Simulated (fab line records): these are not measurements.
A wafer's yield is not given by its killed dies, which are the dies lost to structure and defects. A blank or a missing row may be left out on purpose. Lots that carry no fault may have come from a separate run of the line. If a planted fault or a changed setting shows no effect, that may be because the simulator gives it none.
fab line records + flow nand_harc
record
- lots=6
- wafers=16
- last_day=33
route steps=1302 shown A_SOURCE_PLATE@416 A_ONON_D1@424
lots untouched by any fault: they come from a run of this same line in which no faults occurred
start_h: start of the lot's first displayed wafer, in hours after the record's first day + wait_h: hours from the lot's prior step to this one + " as in the row above + L1.1+2: a single row standing in for several wafers + - no value present, or no start provided + * or withheld: withheld + < > ~ a bound
route shown NAME@n: NAME is a module with steps in the file, n the number in the route of the first one + usual: average and standard deviation across the fault-free wafers + same: alike in all rows + chamber/n: place in a boat + sites: per-site readings + _std_site: the standard deviation of these + _edge_site: outer sites' mean less inner sites' + radius_mm: how far each site lies from the wafer's centre + mask NAME#n: copy n + behind: the most recent tool/chamber to have shaped the wafer + hold: what put the lot on hold/how long, in hours/how the hold closed + device: whichever transistor did not switch (one of n, p or np) + end of line: the tests these same wafers got at the end of their route + where a step has no rows: the recipe by itself + killed: the dies lost at the first sort to structure and to defects; this is not the yield of the wafer + map: dies across one wafer; x = killed, . = not, _ = none there
set.NAME: the run value of the setting; set.NAME@STEP: its run value at that earlier step + model.NAME: the simulator's own value behind a step, which no gauge read
certain route steps with their lots: each step a table, each wafer a row
services: when a tool's chamber went out of use (start_h, in hours from the record's first day, below 0 if earlier), for how many hours, and the reason
## steps
# step NHARC_A_SOURCE_PLATE_THK_MEAS_09
# recipe
- thk_meas_gauge=ellipsometry
# usual
- thk_nm=9.8/1
| lot.wafer | tool          | chamber | start_h | wait_h | thk_nm |
|-----------|---------------|---------|---------|--------|--------|
| L988.1    | film_metro-01 | -       | 185.41  | 0.4    | 10.0   |
| L988.2    | "             | -       | "       | "      | 10.4   |
| L988.5    | "             | -       | "       | "      | 9.9    |
| L994.1    | film_metro-02 | -       | 241.56  | 0.4    | 9.6    |
| L994.4    | "             | -       | "       | "      | 11.0   |
| L994.6    | "             | -       | "       | "      | 11.6   |
| L996.2    | film_metro-01 | -       | 267.44  | 0.4    | 8.5    |
| L996.5    | "             | -       | "       | "      | 9.6    |
| L996.6    | "             | -       | "       | "      | 9.7    |
| L101.3    | film_metro-02 | -       | 318.47  | 0.4    | 9.4    |
| L101.5    | "             | -       | "       | "      | 10.0   |
| L102.1    | film_metro-01 | -       | 329.86  | 0.4    | 11.4   |
| L102.5    | "             | -       | "       | "      | 7.8    |
| L106.1    | film_metro-02 | -       | 362.66  | 0.4    | 8.8    |
| L106.2    | "             | -       | "       | "      | 8.9    |
| L106.6    | "             | -       | "       | "      | 10.3   |
# step NHARC_A_SOURCE_PLATE_PVD_04
# recipe
- target_thk_a=500
- material=WSi2
# step NHARC_A_SOURCE_PLATE_CVD_03
# recipe
- target_thk_a=2000
- temp_c=620
- pressure_mtorr=200
- time_s=4000
- material=poly-Si
# step NHARC_A_SOURCE_PLATE_ANNEAL_05
# recipe
- temp_c=850
- time_s=1800
# step NHARC_A_SOURCE_PLATE_THK_MEAS_06
# recipe
- thk_meas_gauge=ellipsometry
# usual
- thk_nm=198.8/2.3
| lot.wafer | tool          | chamber | start_h | wait_h | thk_nm |
|-----------|---------------|---------|---------|--------|--------|
| L988.1    | film_metro-02 | -       | 198.45  | 0.4    | 199.6  |
| L988.2    | "             | -       | "       | "      | 199.5  |
| L988.5    | "             | -       | "       | "      | 198.4  |
| L994.1    | film_metro-01 | -       | 254.80  | 0.4    | 199.2  |
| L994.4    | "             | -       | "       | "      | 197.6  |
| L994.6    | "             | -       | "       | "      | 197.6  |
| L996.2    | film_metro-01 | -       | 280.29  | 0.4    | 199.5  |
| L996.5    | "             | -       | "       | "      | 197.3  |
| L996.6    | "             | -       | "       | "      | 199.7  |
| L101.3    | film_metro-02 | -       | 333.39  | 0.4    | 198.5  |
| L101.5    | "             | -       | "       | "      | 199.5  |
| L102.1    | film_metro-01 | -       | 342.93  | 0.4    | 198.8  |
| L102.5    | "             | -       | "       | "      | 199.8  |
| L106.1    | film_metro-01 | -       | 375.78  | 0.4    | 194.5  |
| L106.2    | "             | -       | "       | "      | 191.5  |
| L106.6    | "             | -       | "       | "      | 192.0  |
# step NHARC_A_SOURCE_PLATE_INSPECT_08
# usual
- raw_defect_count=67/26
| lot.wafer | tool              | chamber | start_h | wait_h | raw_defect_count |
|-----------|-------------------|---------|---------|--------|------------------|
| L988.1    | defect_inspect-01 | -       | 198.53  | 0.0    | 45               |
| L988.2    | "                 | -       | "       | "      | 47               |
| L988.5    | "                 | -       | "       | "      | 56               |
| L994.1    | defect_inspect-01 | -       | 254.88  | 0.1    | 94               |
| L994.4    | "                 | -       | "       | "      | 45               |
| L994.6    | "                 | -       | "       | "      | 135              |
| L996.2    | defect_inspect-01 | -       | 280.36  | 0.0    | 40               |
| L996.5    | "                 | -       | "       | "      | 78               |
| L996.6    | "                 | -       | "       | "      | 83               |
| L101.3    | defect_inspect-02 | -       | 333.46  | 0.0    | 44               |
| L101.5    | "                 | -       | "       | "      | 17               |
| L102.1    | defect_inspect-02 | -       | 342.99  | 0.0    | 91               |
| L102.5    | "                 | -       | "       | "      | 88               |
| L106.1    | defect_inspect-02 | -       | 375.84  | 0.0    | 92               |
| L106.2    | "                 | -       | "       | "      | 54               |
| L106.6    | "                 | -       | "       | "      | 39               |
# step NHARC_A_ONON_D1_DEP_00
# recipe
- target_thk_a=10000
- n2_flow_sccm=2750
- n2o_flow_sccm=2000
- nh3_flow_sccm=500
- sih4_flow_sccm=210
- temp_c=400
# step NHARC_A_ONON_D1_THK_MEAS_02
# recipe
- thk_meas_gauge=ellipsometry
# usual
- thk_nm=1000/7.9
| lot.wafer | tool          | chamber | start_h | wait_h | thk_nm |
|-----------|---------------|---------|---------|--------|--------|
| L988.1    | film_metro-02 | -       | 199.11  | -      | 998    |
| L988.2    | "             | -       | "       | "      | 998    |
| L988.5    | "             | -       | "       | "      | 998    |
| L994.1    | film_metro-02 | -       | 255.45  | -      | 1006   |
| L994.4    | "             | -       | "       | "      | 1005   |
| L994.6    | "             | -       | "       | "      | 1004   |
| L996.2    | film_metro-02 | -       | 280.94  | -      | 980    |
| L996.5    | "             | -       | "       | "      | 983    |
| L996.6    | "             | -       | "       | "      | 982    |
| L101.3    | film_metro-01 | -       | 334.03  | -      | 993    |
| L101.5    | "             | -       | "       | "      | 995    |
| L102.1    | film_metro-01 | -       | 343.57  | -      | 1008   |
| L102.5    | "             | -       | "       | "      | 1008   |
| L106.1    | film_metro-01 | -       | 376.42  | -      | 998    |
| L106.2    | "             | -       | "       | "      | 995    |
| L106.6    | "             | -       | "       | "      | 995    |
# step NHARC_A_ONON_D1_DEP_03
# recipe
- target_thk_a=10000
- n2_flow_sccm=2750
- n2o_flow_sccm=2000
- nh3_flow_sccm=500
- sih4_flow_sccm=210
- temp_c=400
# step NHARC_A_ONON_D1_THK_MEAS_05
# recipe
- thk_meas_gauge=ellipsometry
# usual
- thk_nm=1003/9.9
| lot.wafer | tool          | chamber | start_h | wait_h | thk_nm |
|-----------|---------------|---------|---------|--------|--------|
| L988.1    | film_metro-02 | -       | 199.68  | -      | 1001   |
| L988.2    | "             | -       | "       | "      | 1001   |
| L988.5    | "             | -       | "       | "      | 997    |
| L994.1    | film_metro-01 | -       | 256.02  | -      | 1012   |
| L994.4    | "             | -       | "       | "      | 1011   |
| L994.6    | "             | -       | "       | "      | 1014   |
| L996.2    | film_metro-01 | -       | 281.51  | -      | 1002   |
| L996.5    | "             | -       | "       | "      | 1003   |
| L996.6    | "             | -       | "       | "      | 1003   |
| L101.3    | film_metro-01 | -       | 334.59  | -      | 994    |
| L101.5    | "             | -       | "       | "      | 996    |
| L102.1    | film_metro-02 | -       | 344.14  | -      | 1020   |
| L102.5    | "             | -       | "       | "      | 1019   |
| L106.1    | film_metro-01 | -       | 376.98  | -      | 1005   |
| L106.2    | "             | -       | "       | "      | 1004   |
| L106.6    | "             | -       | "       | "      | 1002   |
# step NHARC_A_ONON_D1_DEP_06
# recipe
- target_thk_a=10000
- n2_flow_sccm=2750
- n2o_flow_sccm=2000
- nh3_flow_sccm=500
- sih4_flow_sccm=210
- temp_c=400
# usual
- n2_flow_sccm=2749/8.5
| lot.wafer | tool          | chamber | start_h | wait_h | n2_flow_sccm |
|-----------|---------------|---------|---------|--------|--------------|
| L988.1    | pecvd_onon-01 | 0       | 199.74  | 0.1    | 2744         |
| L988.2    | "             | 0       | "       | "      | 2752         |
| L988.5    | "             | 0       | "       | "      | 2765         |
| L994.1    | pecvd_onon-02 | 0       | 256.07  | 0.1    | 2731         |
| L994.4    | "             | 0       | "       | "      | 2738         |
| L994.6    | "             | 0       | "       | "      | 2734         |
| L996.2    | pecvd_onon-03 | 0       | 281.62  | 0.1    | 2754         |
| L996.5    | "             | 0       | "       | "      | 2737         |
| L996.6    | "             | 0       | "       | "      | 2746         |
| L101.3    | pecvd_onon-02 | 0       | 334.76  | 0.2    | 2749         |
| L101.5    | "             | 0       | "       | "      | 2743         |
| L102.1    | pecvd_onon-02 | 0       | 344.19  | 0.1    | 2751         |
| L102.5    | "             | 0       | "       | "      | 2734         |
| L106.1    | pecvd_onon-01 | 0       | 377.04  | 0.1    | 2732         |
| L106.2    | "             | 0       | "       | "      | 2722         |
| L106.6    | "             | 0       | "       | "      | 2728         |
# step NHARC_A_ONON_D1_THK_MEAS_08
# recipe
- thk_meas_gauge=ellipsometry
# usual
- thk_nm=1001/8.6
| lot.wafer | tool          | chamber | start_h | wait_h | hold                     | thk_nm |
|-----------|---------------|---------|---------|--------|--------------------------|--------|
| L988.1    | film_metro-02 | -       | 200.24  | -      | -                        | 1004   |
| L988.2    | "             | -       | "       | "      | -                        | 1004   |
| L988.5    | "             | -       | "       | "      | -                        | 1002   |
| L994.1    | film_metro-02 | -       | 256.58  | -      | -                        | 1011   |
| L994.4    | "             | -       | "       | "      | -                        | 1010   |
| L994.6    | "             | -       | "       | "      | -                        | 1011   |
| L996.2    | film_metro-02 | -       | 282.07  | -      | -                        | 991    |
| L996.5    | "             | -       | "       | "      | -                        | 994    |
| L996.6    | "             | -       | "       | "      | -                        | 990    |
| L101.3    | film_metro-02 | -       | 335.16  | -      | await_dispo/0.2h/release | 1558   |
| L101.5    | "             | -       | "       | "      | await_dispo/0.2h/release | 1559   |
| L101.3    | film_metro-02 | -       | 335.33  | 0.2    | -                        | 1556   |
| L101.5    | "             | -       | "       | "      | -                        | 1560   |
| L102.1    | film_metro-02 | -       | 344.71  | -      | await_dispo/0.2h/release | 1559   |
| L102.5    | "             | -       | "       | "      | await_dispo/0.2h/release | 1559   |
| L102.1    | film_metro-02 | -       | 344.88  | 0.2    | -                        | 1560   |
| L102.5    | "             | -       | "       | "      | -                        | 1561   |
| L106.1    | film_metro-01 | -       | 377.56  | -      | -                        | 1004   |
| L106.2    | "             | -       | "       | "      | -                        | 1004   |
| L106.6    | "             | -       | "       | "      | -                        | 1004   |
## services
| tool          | chamber | start_h | hours | kind |
|---------------|---------|---------|-------|------|
| pecvd_onon-02 | -       | 185.00  | 13.0  | pm   |
| pecvd_onon-03 | -       | 227.00  | 13.0  | pm   |
| pecvd_onon-01 | -       | 269.41  | 13.0  | pm   |
| pecvd_onon-02 | -       | 366.00  | 13.0  | pm   |
## key
first_sign
- step=NHARC_A_ONON_D1_THK_MEAS_08
- reading=visit
- direction=added
effect
- step=NHARC_A_ONON_D1_THK_MEAS_08
- reading=thk_nm
- direction=up
- sigmas=65
- usual=1001
- struck=1559
met_at NHARC_A_ONON_D1_DEP_06
struck_wafers L101.3,L101.5,L102.1,L102.5
later_rows_left_out L101.3,L101.5,L102.1,L102.5
sort_left_out L101.3,L101.5,L102.1,L102.5
tester_left_out L101,L102
onset_between 256.07 334.76
fault
- kind=process_parameter_drift
- tool=pecvd_onon-02
- chamber=-
- onset_h=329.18
- steps=NHARC_A_ONON_D1_DEP_06
- channel=target_thk_a
- offset=*
- shape=step
- end_h=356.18
- scope=struck_wafers_only
- acts_in=*
- stated=*
# tester_left_out: of these lots the tester's yield and bins aren't shown, on N5 and GAA mostly nor the transistor test; their killed dies are dies lost to structure and defects alone, not to doping, threshold or leakage, so they don't give the yield
# sort_left_out: the simulated sort isn't trusted on such a fault, so these wafers' sort isn't shown, and their yield isn't known
# later_rows_left_out: the simulator's readings of these wafers behind a module that went badly wrong aren't trusted and aren't shown, but for the sort
